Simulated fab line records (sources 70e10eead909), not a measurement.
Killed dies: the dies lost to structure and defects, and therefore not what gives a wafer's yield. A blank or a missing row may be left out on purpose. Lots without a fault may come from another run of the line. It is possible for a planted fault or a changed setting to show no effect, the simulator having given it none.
fab line records    flow nandHarc
record lots=11  wafers=33  lastDay=23
route steps=1159 shown P_M1@301 P_M2@323 END@1159
lots that met no fault: from a run of the same line without faults
startH: start of the lot's first displayed wafer, in hours after the record's first day    waitH: hours from the lot's prior step to this one    " as in the row above    L1.1+2: several wafers, shown together as one row    - no value, or no start given    * or withheld: withheld    < > ~ a bound
route shown NAME@n: NAME is a module with steps in the file, n the number in the route of the first one    usual: mean and standard deviation over wafers with no fault    same: alike in all rows    chamber/n: place in a boat    sites: readings site by site    _std_site: how widely they spread, as a standard deviation    _edge_site: the outer-site mean with the inner-site mean subtracted    radiusMm: for every site, how far away it sits from the centre of the wafer    mask NAME#n: copy n    behind: the tool/chamber that last shaped the wafer    hold: cause of the lot's hold/its duration in hours/its outcome    device: names the non-switching transistor (n, p or np)    end of line: the tests these same wafers got at the end of their route    for a step that has no rows: nothing shown but its recipe    killed: not the wafer's yield, but the dies lost to structure and defects at the first sort    map: per-die view of a wafer (x killed, . not killed, _ where there is no die)
set.NAME: the setting that was run; set.NAME@STEP: the one run at that earlier step    model.NAME: the simulator's own value behind a step, which no gauge read
steps of the route over a sample of lots; a table a step, a row a wafer
services: when a tool's chamber went out of use (startH, in hours from the record's first day, below 0 if earlier), for how many hours, and the reason
## steps
# step NHARC_P_M1_CD_MEAS_16
# usual cdNm=130.2/0.92
lot.wafer  tool      chamber  startH  waitH  cdNm
L324.2     cdSem-01  -        117.36  -      130.3
L324.3     "         -        "       "      131.5
L324.5     "         -        "       "      130.3
L325.2     cdSem-01  -        138.43  -      129.1
L325.3     "         -        "       "      128.2
L325.4     "         -        "       "      129.8
L326.4     cdSem-03  -        139.36  -      130.4
L326.5     "         -        "       "      130.9
L326.6     "         -        "       "      131.7
L327.1     cdSem-01  -        139.68  -      128.6
L327.4     "         -        "       "      129.1
L327.6     "         -        "       "      131.1
L329.1     cdSem-01  -        150.41  -      130.2
L329.3     "         -        "       "      129.0
L329.6     "         -        "       "      129.0
L332.3     cdSem-02  -        166.89  -      129.6
L332.5     "         -        "       "      130.2
L332.6     "         -        "       "      129.8
L331.2     cdSem-02  -        167.30  -      130.4
L331.4     "         -        "       "      130.7
L331.5     "         -        "       "      130.7
L330.2     cdSem-01  -        168.22  -      130.8
L330.3     "         -        "       "      130.5
L330.4     "         -        "       "      130.8
L342.1     cdSem-03  -        227.50  -      128.8
L342.2     "         -        "       "      128.8
L342.5     "         -        "       "      128.7
L343.1     cdSem-01  -        231.18  -      132.0
L343.4     "         -        "       "      130.0
L343.6     "         -        "       "      131.5
L345.1     cdSem-02  -        241.13  -      130.7
L345.2     "         -        "       "      130.0
L345.4     "         -        "       "      130.0
# step NHARC_P_M2_SOFTBAKE_04
# recipe tempC=105  timeS=55
# usual heaterPowerTotalW=188.46/0.14
lot.wafer  tool           chamber  startH  waitH  heaterPowerTotalW
L324.2     lithoTrack-04  0        120     -      188.33
L324.3     "              0        "       "      188.51
L324.5     "              0        "       "      188.36
L325.2     lithoTrack-06  0        141     -      188.66
L325.3     "              0        "       "      188.36
L325.4     "              0        "       "      188.31
L326.4     lithoTrack-01  0        142     -      188.33
L326.5     "              0        "       "      188.36
L326.6     "              0        "       "      188.38
L327.1     lithoTrack-01  0        142     -      188.75
L327.4     "              0        "       "      188.48
L327.6     "              0        "       "      188.25
L329.1     lithoTrack-01  0        153     -      188.43
L329.3     "              0        "       "      188.76
L329.6     "              0        "       "      188.35
L332.3     lithoTrack-01  0        170     -      188.41
L332.5     "              0        "       "      188.26
L332.6     "              0        "       "      188.32
L331.2     lithoTrack-01  0        170     -      188.50
L331.4     "              0        "       "      188.44
L331.5     "              0        "       "      188.70
L330.2     lithoTrack-04  0        171     -      188.49
L330.3     "              0        "       "      188.56
L330.4     "              0        "       "      188.38
L342.1     lithoTrack-01  0        231     -      179.71
L342.2     "              0        "       "      179.29
L342.5     "              0        "       "      179.41
L343.1     lithoTrack-01  0        234     -      179.57
L343.4     "              0        "       "      179.43
L343.6     "              0        "       "      179.42
L345.1     lithoTrack-06  0        244     -      188.35
L345.2     "              0        "       "      188.67
L345.4     "              0        "       "      188.62
# step NHARC_P_M2_DESCUM_14
# recipe timeS=3  o2FlowSccm=200  arFlowSccm=0  biasPowerW=0  chemistry=O2
# usual drypumpMotorCurrentA=6.0/0.5  oesProductAu=1.003/0.01  rfVppV=57.7/0.95  showerheadPlenumPTorr=1.90/0.11  throttleValvePct=11.310/0.009
# same biasPowerW=0
lot.wafer  tool        chamber  startH  waitH  drypumpMotorCurrentA  oesProductAu  rfHoursCounterH  rfVppV  showerheadPlenumPTorr  throttleValvePct
L324.2     rieDiel-10  3        121.27  0.1    6.3                   0.996         4                58.6    2.06                   11.318
L324.3     "           1        "       "      6.7                   1.006         4                58.2    1.89                   11.301
L324.5     "           2        "       "      5.4                   1.005         -                57.5    1.80                   11.297
L325.3     rieDiel-10  2        142.16  0.1    5.4                   1.002         4                57.4    1.80                   11.308
L325.2     "           0        "       "      5.9                   1.000         5                57.0    1.81                   11.303
L325.4     "           1        "       "      6.7                   0.986         5                56.1    1.89                   11.308
L326.4     rieDiel-10  3        143.08  0.1    6.2                   1.010         5                59.4    2.06                   11.307
L326.5     "           2        "       "      5.5                   1.009         -                56.8    1.80                   11.319
L326.6     "           3        "       "      6.3                   0.993         -                58.7    2.06                   11.317
L327.1     rieDiel-05  2        143.61  0.1    6.3                   0.986         48               57.2    1.77                   11.321
L327.4     "           3        "       "      5.0                   1.008         54               58.3    2.00                   11.307
L327.6     "           2        "       "      6.4                   0.985         -                57.8    1.77                   11.309
L329.3     rieDiel-10  2        154.19  0.1    5.4                   1.006         5                57.5    1.80                   11.318
L329.1     "           3        "       "      6.3                   1.002         5                58.1    2.06                   11.298
L329.6     "           3        "       "      6.3                   1.002         -                58.3    2.06                   11.315
L332.3     rieDiel-10  2        170.76  0.1    5.4                   1.004         5                57.3    1.80                   11.301
L332.6     "           3        "       "      6.3                   0.994         -                58.3    2.06                   11.304
L332.5     "           0        "       "      5.9                   1.004         -                56.2    1.81                   11.299
L331.2     rieDiel-10  3        171.05  0.1    6.2                   1.001         6                58.6    2.06                   11.309
L331.4     "           1        "       "      6.8                   1.001         6                59.0    1.89                   11.307
L331.5     "           3        "       "      6.2                   1.006         -                58.8    2.06                   11.299
L330.2     rieDiel-10  3        172.11  0.1    6.3                   1.007         6                58.7    2.06                   11.304
L330.4     "           0        "       "      5.9                   1.014         6                57.5    1.81                   11.309
L330.3     "           2        "       "      5.4                   1.015         5                56.8    1.80                   11.301
L342.1     rieDiel-10  2        231.74  0.1    5.4                   1.009         2                58.3    1.80                   11.312
L342.2     "           0        "       "      5.9                   1.014         2                54.9    1.80                   11.294
L342.5     "           2        "       "      5.4                   1.002         -                56.6    1.80                   11.315
L343.1     rieDiel-10  1        235.26  0.1    6.8                   1.020         2                57.9    1.89                   11.325
L343.4     "           0        "       "      5.9                   1.007         2                57.3    1.80                   11.305
L343.6     "           1        "       "      6.7                   1.019         -                57.7    1.89                   11.310
L345.2     rieDiel-10  2        245.07  0.1    5.4                   0.995         2                56.2    1.80                   11.300
L345.4     "           3        "       "      6.3                   0.990         2                57.7    2.05                   11.297
L345.1     "           1        "       "      6.7                   1.026         2                57.7    1.89                   11.317
# step NHARC_P_M2_ETCH_35
# recipe targetDepthA=400  overetchA=120  timeS=43.94  ionEnergyEv=200  n2FlowSccm=150  h2FlowSccm=150  arFlowSccm=0  rfW=400  biasW=150  chemistry=N2/H2
# usual biasW=150.1/0.42  drypumpMotorCurrentA=6.0/0.53  n2FlowSccm=150.0/0.48  oesProductAu=1.004/0.0096  rfVppV=430/3.3  showerheadPlenumPTorr=2.03/0.11  throttleValvePct=14.172/0.0096
lot.wafer  tool        chamber  startH  waitH  biasW  drypumpMotorCurrentA  n2FlowSccm  oesProductAu  rfHoursCounterH  rfVppV  showerheadPlenumPTorr  throttleValvePct
L324.2     rieDiel-10  1        121.35  0.1    149.5  6.8                   149.8       1.003         4                430     2.01                   14.167
L324.3     "           2        "       "      149.7  5.4                   150.1       1.012         4                426     1.92                   14.194
L324.5     "           2        "       "      150.0  5.4                   150.1       1.002         -                427     1.92                   14.156
L325.3     rieDiel-10  3        142.24  0.1    150.5  6.3                   149.7       1.002         5                433     2.20                   14.170
L325.2     "           0        "       "      149.5  5.9                   150.0       1.008         5                427     1.92                   14.163
L325.4     "           1        "       "      150.1  6.7                   149.1       1.007         5                430     2.02                   14.156
L326.4     rieDiel-10  2        143.16  0.1    150.2  5.4                   149.6       1.014         4                428     1.92                   14.179
L326.6     "           2        "       "      150.1  5.4                   149.1       1.004         -                426     1.91                   14.180
L326.5     "           3        "       "      150.4  6.3                   150.4       0.996         -                436     2.20                   14.181
L327.4     rieDiel-05  0        143.70  0.1    150.3  5.3                   150.7       0.997         55               433     2.20                   14.164
L327.1     "           1        "       "      150.3  6.1                   149.6       0.984         58               432     2.07                   14.179
L327.6     "           2        "       "      150.1  6.3                   150.8       0.987         -                427     1.88                   14.178
L329.3     rieDiel-10  2        154.29  0.1    148.6  5.4                   149.9       1.006         5                427     1.91                   14.170
L329.1     "           3        "       "      149.5  6.2                   149.3       0.999         5                435     2.20                   14.174
L329.6     "           0        "       "      150.4  5.9                   149.6       1.011         -                428     1.92                   14.167
L332.3     rieDiel-10  2        170.84  0.1    150.6  5.4                   150.4       1.008         5                426     1.91                   14.171
L332.6     "           3        "       "      150.3  6.3                   149.6       1.008         -                435     2.20                   14.171
L332.5     "           0        "       "      149.7  5.9                   149.5       1.019         -                426     1.92                   14.171
L331.4     rieDiel-10  2        171.14  0.1    149.5  5.4                   150.0       0.999         5                428     1.91                   14.187
L331.2     "           3        "       "      149.9  6.3                   150.1       1.002         6                437     2.20                   14.167
L331.5     "           0        "       "      150.0  5.9                   150.0       1.004         -                428     1.92                   14.168
L330.3     rieDiel-10  3        172.20  0.1    149.9  6.2                   150.7       1.008         6                435     2.20                   14.181
L330.4     "           0        "       "      150.7  5.9                   149.3       1.009         6                427     1.92                   14.191
L330.2     "           2        "       "      149.7  5.4                   150.3       1.001         5                427     1.91                   14.181
L342.2     rieDiel-10  2        231.83  0.1    150.0  5.4                   150.3       1.002         2                428     1.91                   14.158
L342.1     "           3        "       "      150.6  6.3                   150.3       0.993         2                436     2.19                   14.163
L342.5     "           1        "       "      150.0  6.8                   149.6       1.019         -                431     2.01                   14.172
L343.1     rieDiel-10  1        235.35  0.1    150.0  6.8                   149.3       1.018         2                431     2.01                   14.174
L343.4     "           0        "       "      149.9  5.9                   149.7       1.003         2                428     1.92                   14.166
L343.6     "           2        "       "      150.1  5.4                   151.1       1.000         -                426     1.91                   14.175
L345.2     rieDiel-10  1        245.16  0.1    149.8  6.8                   150.3       1.002         2                431     2.01                   14.169
L345.4     "           3        "       "      150.8  6.3                   149.6       1.000         2                434     2.19                   14.173
L345.1     "           0        "       "      149.9  5.9                   150.0       1.007         2                426     1.92                   14.176
# step NHARC_END_SORT_01
# recipe tempC=25
# usual defectLimitedYield=95.3/1.6  killedAtArray=27/12  killedAtOther=0.8/1  killedAtPeriphery=4.0/2.5  killedDies=32/11  killedOpen=3.3/1.8  killedShort=2.0/1.5  sort_bin_2_pct=1.5/0.59  sort_bin_3_pct=0.27/0.22  sort_bin_4_pct=3.0/1.1  sortNPass=645/11  sortRimYieldPct=95.6/2.7  sortYieldPct=95.3/1.6
# same grossDies=677  sort_bin_5_pct[%]=0  sort_bin_6_pct[%]=0  sort_bin_7_pct[%]=0  sort_bin_8_pct[%]=0  sortRimNGross=106.00
lot.wafer  tool       chamber  startH  waitH  defectLimitedYield[%]  killedAtArray  killedAtOther  killedAtPeriphery  killedDies  killedOpen  killedShort  sort_bin_2_pct[%]  sort_bin_3_pct[%]  sort_bin_4_pct[%]  sortNPass  sortRimYieldPct[%]  sortYieldPct[%]
L330.2     prober-02  0        489.40  2.8    93.9                   39             0              2                  41          1           2            2.7                0.30               3.1                636        100.0               93.9
L330.3     prober-02  0        490.22  3.1    93.4                   44             0              1                  45          4           3            1.0                0.59               5.0                632        96.2                93.4
L330.4     prober-02  0        491.03  3.4    94.8                   34             0              1                  35          5           2            1.5                0.30               3.4                642        90.6                94.8
L343.1     prober-02  0        549.71  2.5    95.7                   23             2              4                  29          4           2            1.6                0                  2.7                648        97.2                95.7
L343.4     prober-02  0        552.13  3.4    96.3                   18             2              5                  25          5           2            0.9                0.44               2.4                652        97.2                96.3
L343.6     prober-02  0        553.74  4.0    95.3                   26             3              3                  32          0           7            1.2                0.30               3.2                645        94.3                95.3
L342.1     prober-01  0        551.74  2.5    93.6                   42             0              1                  43          3           1            2.5                0.44               3.4                634        95.3                93.6
L342.2     prober-01  0        552.55  2.8    93.6                   41             0              2                  43          4           2            1.2                0.30               4.9                634        94.3                93.6
L342.5     prober-01  0        554.95  3.7    92.2                   52             0              1                  53          2           4            2.5                0                  5.3                624        90.6                92.2
# killed by level:class
L330.2 A_CHANNEL_HOLE_D1:chamberFilmFlake=14 A_SLIT:chamberFilmFlake=13 A_STAIRCASE:chamberFilmFlake=5 A_CONTACT:chamberFilmFlake=3 P_M1:geometricParticle:short=1 A_ONON_D1:geometricParticle:short=1 A_M0:geometricParticle:open=1 P_STI:chamberFilmFlake=1
L330.3 A_CHANNEL_HOLE_D1:chamberFilmFlake=22 A_SLIT:chamberFilmFlake=8 A_CONTACT:chamberFilmFlake=4 A_STAIRCASE:chamberFilmFlake=2 A_WL_FILL:chamberFilmFlake=2 P_M0:geometricParticle:open=1 A_CHANNEL_HOLE_D1:geometricParticle:short=1 A_WL_FILL:geometricParticle:short=1
L330.4 A_CHANNEL_HOLE_D1:chamberFilmFlake=11 A_SLIT:chamberFilmFlake=8 A_STAIRCASE:chamberFilmFlake=7 A_CONTACT:geometricParticle:open=3 A_CHANNEL_FILL_D1:geometricParticle:short=2 A_CHANNEL_HOLE_D1:geometricParticle:open=1 A_STAIRCASE:geometricParticle:open=1 P_STI:chamberFilmFlake=1
L343.1 A_STAIRCASE:chamberFilmFlake=6 A_CHANNEL_HOLE_D1:chamberFilmFlake=5 A_CONTACT:chamberFilmFlake=4 A_BLC:chamberFilmFlake=4 A_CONTACT:geometricParticle:open=2 P_STI:chamberFilmFlake=2 P_STI:geometricParticle:open=1 A_WL_FILL:geometricParticle:short=1
L342.1 A_CHANNEL_HOLE_D1:chamberFilmFlake=17 A_SLIT:chamberFilmFlake=14 A_CONTACT:chamberFilmFlake=3 A_STAIRCASE:chamberFilmFlake=2 P_GATE:geometricParticle:open=1 A_CHANNEL_FILL_D1:geometricParticle:short=1 A_CHANNEL_FILL_D1:geometricParticle:open=1 A_CONTACT:geometricParticle:open=1
L343.4 A_CONTACT:chamberFilmFlake=9 P_STI:chamberFilmFlake=3 P_M0:geometricParticle:open=2 A_WL_FILL:geometricParticle:short=2 A_CHANNEL_HOLE_D1:chamberFilmFlake=2 THIN_TSV:chamberFilmFlake=2 A_CHANNEL_FILL_D1:geometricParticle:open=1 A_BLC:geometricParticle:open=1
L342.2 A_CHANNEL_HOLE_D1:chamberFilmFlake=16 A_SLIT:chamberFilmFlake=16 A_CONTACT:geometricParticle:open=2 A_STAIRCASE:chamberFilmFlake=2 A_BLC:chamberFilmFlake=2 P_CONTACT:geometricParticle:open=1 A_ONON_D1:geometricParticle:short=1 A_SGD_CUT:geometricParticle:short=1
L343.6 A_CONTACT:chamberFilmFlake=7 A_BLC:chamberFilmFlake=7 A_CHANNEL_HOLE_D1:chamberFilmFlake=3 THIN_TSV:chamberFilmFlake=3 A_ONON_D1:geometricParticle:short=2 A_WL_FILL:geometricParticle:short=2 P_M0:chamberFilmFlake=2 A_SOURCE_PLATE:geometricParticle:short=1
L342.5 A_CHANNEL_HOLE_D1:chamberFilmFlake=19 A_SLIT:chamberFilmFlake=14 A_CONTACT:chamberFilmFlake=7 A_BLC:chamberFilmFlake=3 A_CHANNEL_HOLE_D1:geometricParticle:short=2 A_STAIRCASE:chamberFilmFlake=2 A_CHANNEL_HOLE_D1:geometricParticle:open=1 A_SGD_CUT:geometricParticle:open=1
## services
tool           chamber  startH  hours  kind
rieDiel-10     0        106.50  -      clean
rieDiel-10     1        106.50  -      clean
rieDiel-10     2        106.50  -      clean
rieDiel-10     3        106.50  -      clean
rieDiel-10     3        114.94  6.0    repair
lithoTrack-06  -        117.00  7.0    pm
rieDiel-10     0        131.00  -      clean
rieDiel-10     1        131.00  -      clean
rieDiel-10     2        131.00  -      clean
rieDiel-10     3        131.00  -      clean
lithoTrack-04  -        141.00  7.0    pm
rieDiel-10     0        155.50  -      clean
rieDiel-10     1        155.50  -      clean
rieDiel-10     2        155.50  -      clean
rieDiel-10     3        155.50  -      clean
rieDiel-05     2        158.73  11.6   repair
rieDiel-05     -        163.60  9.0    pm
rieDiel-10     -        176.50  9.0    pm
rieDiel-10     0        176.50  9.0    ventCycle
rieDiel-10     1        176.50  9.0    ventCycle
rieDiel-10     2        176.50  9.0    ventCycle
rieDiel-10     3        176.50  9.0    ventCycle
rieDiel-10     0        185.50  -      clean
rieDiel-10     1        185.50  -      clean
## key
firstSign step=NHARC_P_M2_SOFTBAKE_04  reading=heaterPowerTotalW  direction=down  sigmas=64  usual=*  struck=*
effect none on later readings
metAt NHARC_P_M2_SOFTBAKE_04
struckLots L342,L343
notActingAt NHARC_P_M1_CD_MEAS_16,NHARC_P_M2_DESCUM_14,NHARC_P_M2_ETCH_35
onsetBetween 170 231
fault kind=processParameterDrift  tool=lithoTrack-01  chamber=-  onsetH=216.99  steps=NHARC_P_M2_SOFTBAKE_04  channel=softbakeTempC  offset=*  shape=step  endH=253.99  actsIn=*  stated=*
